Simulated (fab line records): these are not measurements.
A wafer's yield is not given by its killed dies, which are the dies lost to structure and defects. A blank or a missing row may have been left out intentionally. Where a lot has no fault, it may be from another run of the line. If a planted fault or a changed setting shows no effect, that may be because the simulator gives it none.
A struck lot beside a sound one -- flow n5Finfet -- 36 steps out of a route of 1938
Sound: wafers L101.2, L101.3, L101.6. Struck: wafer L106.6. (L106.1, L106.5 of the same lot were not struck and are left out.) The cause comes at the end.
Order at every step that has rows: each side's tool, ch and its chambers, its first start. Under that, the readings that differ: sound wafers -- struck wafers -- difference of the means -- sigmas: that difference in standard deviations of wafers without a fault.
alike: a reading whose means differ by less than 2 such deviations, as well as words and numbers matching on both sides. not compared: withheld readings; readings where some wafer has no value; bounds like >300 that might hide an equal value; numbers whose values overlap and for which the record gives no deviation.
Wherever a step has rows on one side only, a row that says differs or no value, or a row with sigmas, the two part there. When numbers do not overlap yet have no deviation, they are printed without sigmas and do not part them. Lack of a reading on every wafer of one side parts them only where that side has two or more wafers.

first, 9 steps without rows for these wafers: N5_BEOL_M4_ANNEAL_95 (time 240 s); N5_BEOL_M4_SPUTTER_96 (material Cu, target thk 4.5 nm, time 8.29 s); N5_BEOL_M4_ECD_50 (material Cu, target thk 300 nm); N5_BEOL_M4_ANNEAL_51 (time 90 s); N5_BEOL_M4_CMP_52 (polishes, stops on SiOC, t overpolish 6.8 s, target thk 40 nm); N5_BEOL_M4_PRE_CLEAN_60 (time 15 s); N5_BEOL_M4_CO_CAP_55 (material Co, precursor CCTBA/H2, target thk 2 nm, time 102.1 s); N5_BEOL_M4_PRE_CLEAN_56 (time 15 s); N5_BEOL_M4_DEP_57 (deposits SiCN from 3MS/NH3, target thk 8 nm, time 14 s).
N5_BEOL_M4_RC_MEAS_101:
  sound on prober-02 ch 0, day 12 01:44; struck on prober-02 ch 0, day 13 11:42
reading,sound,struck,difference,sigmas
VT_P (mV),-250 -249 -247,-257,-8,-3
  alike: DIBL_N, DIBL_P, IOFF_N, IOFF_P, ION_N, ION_P, SS_N, SS_P, VT_N
then, 24 steps without rows for these wafers: N5_BEOL_M5_ILD_DEP_00 (deposits SiCOH lowk from DEMS/porogen, target thk 140.64 nm, time 25.9 s); N5_BEOL_M5_CURE_79 (cures SiCOH lowk, time 240 s); N5_BEOL_M5_PECVD_70 (deposits SiO2 from TEOS/O2, target thk 16 nm, time 18 s); N5_BEOL_M5_HM_DEP_02 (deposits TiN, target thk 20 nm); N5_BEOL_M5_COAT_59 (time 60 s, resist thk 60 nm); N5_BEOL_M5_COAT_60 (time 60 s, resist thk 12 nm); N5_BEOL_M5_COAT_71 (time 60 s, resist thk 5 nm); N5_BEOL_M5_COAT_05 (resist thk 30 nm); N5_BEOL_M5_EBR_07; N5_BEOL_M5_SOFTBAKE_06 (time 60 s); N5_BEOL_M5_EXPOSE_08 (exposes mask M5, target cd 28 nm); N5_BEOL_M5_PEB_09 (peb time 60 s); N5_BEOL_M5_DEVELOP_10 (develop time 30 s); N5_BEOL_M5_DESCUM_16 (chemistry O2, time 7 s); N5_BEOL_M5_ETCH_72 (etches underlayer in N2/H2, target depth 6.5 nm, time 5.2 s); N5_BEOL_M5_ETCH_61 (etches SiARC in CF4, target depth 15.6 nm, time 26 s); N5_BEOL_M5_ETCH_62 (etches SOC in N2/H2, target depth 75 nm, overetch 15 nm, time 112.5 s); N5_BEOL_M5_STRIP_63 (strips in N2/H2); N5_BEOL_M5_STRIP_73 (strips in N2/H2); N5_BEOL_M5_STRIP_64 (strips in CF4); N5_BEOL_M5_HM_OPEN_17 (chemistry Cl2/BCl3, target TiN, target depth 20 nm, overetch 6 nm); N5_BEOL_M5_STRIP_19 (strips in O2); N5_BEOL_M5_COAT_65 (time 60 s, resist thk 60 nm); N5_BEOL_M5_COAT_66 (time 60 s, resist thk 12 nm).
-- record jumps: 5 days separate the struck wafers' starts on either side; left off in module BEOL_M5, taken up again in module PASSIVATION, whose first shown step is the route's number 1930 --
N5_PASSIVATION_ETCH_54: etches SiO2 in CHF3/O2, target depth 880 nm, time 440 s.
  sound on rieDiel-03 ch 0,1,3, day 16 13:49; struck on rieDiel-03 ch 3, day 18 02:41
reading,sound,struck,difference,sigmas
model.etch.depthNm (nm),890 880.4 876.1,699.5,-182.7,
model.PASSIVATION.featureDepthNm (nm),890 880.4 876.2,699.6,-182.6,
  alike: drypumpMotorCurrentA, oesProductAu, rfVppV, showerheadPlenumPTorr, throttleValvePct
  not compared: rfHoursCounterH
N5_PASSIVATION_PROBE_49:
  struck on prober-01, day 18 06:42; sound on prober-02, day 16 16:44
reading,sound,struck,difference,sigmas
defectLimitedYield (%),89.6 89.4 90.0,0.2,-89.5,-60
killedAtOther,3 9 9,1076,+1069,+99 or more
killedDies,123 125 118,1178,+1056,+62
killedOnRim,13 14 15,150,+136,+40
sort_bin_5_function (%),5.5 6.4 6.3,96.5,+90.4,+95
sortNPass,1057 1055 1062,2,-1056,-62
sortYieldPct (%),89.6 89.4 90.0,0.2,-89.5,-60
  alike: killed_at_M0_to_M3, killed_at_M4_up, killedAtContacts, killedAtFrontEnd, killedOpen, killedShort, sort_bin_6_memory

== WHERE THEY PART ==
Earliest at N5_BEOL_M4_RC_MEAS_101; latest, in this record, at N5_PASSIVATION_PROBE_49.

WHY: the cause the simulator had injected
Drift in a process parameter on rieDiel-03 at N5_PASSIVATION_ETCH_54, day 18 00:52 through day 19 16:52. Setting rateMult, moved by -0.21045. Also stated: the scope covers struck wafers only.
